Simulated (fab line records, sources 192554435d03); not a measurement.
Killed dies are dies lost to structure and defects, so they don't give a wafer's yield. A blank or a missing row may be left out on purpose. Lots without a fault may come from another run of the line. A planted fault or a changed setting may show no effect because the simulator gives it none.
Split-lot experiment | flow n5_finfet | 7 lots, 21 wafers read, on a route of 1938 steps

THE SPLIT
At N5_BEOL_M15_COAT_22 (resist thk 800 nm), the setting spin_rpm was moved away from the recipe's 1704 rpm on 6 of the 21 wafers read, by -11.2% to +8.8%. The other wafers ran this setting at the recipe's value.

FROM THE SPLIT TO THE READING: what the file shows between them, 4 steps
- N5_BEOL_M15_DEVELOP_27: develop time 45 s (also split here: develop_time_s)
- N5_BEOL_M15_HARDBAKE_32: time 120 s
- N5_BEOL_M15_DESCUM_33: chemistry O2, time 7.9 s
- N5_BEOL_M15_ETCH_61: etches BARC in N2/H2, target depth 89 nm, overetch 26.7 nm, time 67.9 s

THE READING
coat_of_BEOL_M15_COAT_22.thk_nm (the simulator's own value, which no gauge read), in nm, at N5_BEOL_M15_TRENCH_ETCH_34 (etches SiO2 in C4F8/O2/Ar, target depth 872.93 nm, time 199 s). The file gives no usual value for it. The 15 wafers here that ran the recipe average 539.1 nm, standard deviation 9.4 nm.

wafer  | tool, chamber at the split | spin_rpm as run, rpm | against the recipe | coat_of_BEOL_M15_COAT_22.thk_nm, nm | against lot-mates on the recipe
L074.3 | litho_track-03, 0          | 1704                 | recipe             | 540.6                               | -
L074.4 | litho_track-03, 0          | 1704                 | recipe             | 538.6                               | -
L074.6 | litho_track-03, 0          | 1704                 | recipe             | 536                                 | -
L076.1 | litho_track-01, 0          | 1704                 | recipe             | 539.2                               | -
L076.3 | litho_track-01, 0          | 1704                 | recipe             | 539.6                               | -
L076.4 | litho_track-01, 0          | 1704                 | recipe             | 552.4                               | -
L085.1 | litho_track-03, 0          | 1549                 | -9.1%              | 579.2                               | no lot-mate on the recipe
L085.2 | litho_track-03, 0          | 1549                 | -9.1%              | 584.4                               | no lot-mate on the recipe
L085.6 | litho_track-03, 0          | 1549                 | -9.1%              | 585.2                               | no lot-mate on the recipe
L086.1 | litho_track-03, 0          | 1854                 | +8.8%              | 501.4                               | -46.0
L086.4 | litho_track-03, 0          | 1704                 | recipe             | 546.8                               | -
L086.6 | litho_track-03, 0          | 1704                 | recipe             | 548                                 | -
L089.1 | litho_track-02, 0          | 1552                 | -8.9%              | 573.4                               | +23.3
L089.4 | litho_track-02, 0          | 1704                 | recipe             | 550                                 | -
L089.6 | litho_track-02, 0          | 1704                 | recipe             | 550.2                               | -
L090.1 | litho_track-02, 0          | 1704                 | recipe             | 525.4                               | -
L090.3 | litho_track-02, 0          | 1704                 | recipe             | 543.4                               | -
L090.6 | litho_track-02, 0          | 1704                 | recipe             | 526                                 | -
L093.4 | litho_track-01, 0          | 1704                 | recipe             | 526.6                               | -
L093.5 | litho_track-01, 0          | 1513                 | -11.2%             | 594                                 | +68.6
L093.6 | litho_track-01, 0          | 1704                 | recipe             | 524.2                               | -

THE FIT
A straight line over all 21 wafers: coat_of_BEOL_M15_COAT_22.thk_nm changes by -4.59 nm for each +1% of spin_rpm; r = -0.93; the points scatter about the line by 8.6 nm.
The same after taking each lot's own level away (the mean of its wafers on the recipe; 18 wafers): -4.91 nm for each +1%; r = -0.94; scatter 7.7 nm.
On that fit, the largest move of spin_rpm shifts the reading by 55 nm.
The lots' own levels span 525.40 to 550.10 nm, that is 2.6 times the standard deviation above.
So the lot-to-lot level changes the slope little: the two slopes agree.
Check: with one of the wafers moved furthest among these (-11.2%) left out of the fit, the line predicts +42.4 nm for it against its lot-mates. It came out at +68.6 nm against them.

OTHER SPLITS ON THESE WAFERS
These wafers also went through other splits before the reading. Each is held against what the fit with the lots' levels taken away leaves over:
other split on the same wafers        | wafers away from the commonest value | r with coat_of_BEOL_M15_COAT_22.thk_nm (lot level and that fit taken away)
N5_BEOL_M11_ETCH_41 time_s            | 6                                    | -0.24
N5_BEOL_M12_COAT_65 spin_rpm          | 3                                    | -0.12
N5_BEOL_M15_ILD_DEP_00 time_s         | 5                                    | -0.15
N5_BEOL_M15_DEVELOP_27 develop_time_s | 6                                    | +0.22

THE WHOLE CHAIN: every reading that the file lists as answering this split, in the file's order
step                       | what it does                                                  | reading                                                                          | change (the file's fit)              | r (the file's)
N5_BEOL_M15_COAT_22        | resist thk 800 nm                                             | coat_of_BEOL_M15_COAT_22.thk_nm (the simulator's own value, which no gauge read) | -4.17 nm for each +1% of the setting | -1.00
N5_BEOL_M15_TRENCH_ETCH_34 | etches SiO2 in C4F8/O2/Ar, target depth 872.93 nm, time 199 s | coat_of_BEOL_M15_COAT_22.thk_nm (the simulator's own value, which no gauge read) | -4.89 nm for each +1% of the setting | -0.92

THE FILE'S OWN FIT
coat_of_BEOL_M15_COAT_22.thk_nm changes by -4.89 nm for each +1% of spin_rpm, r = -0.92.
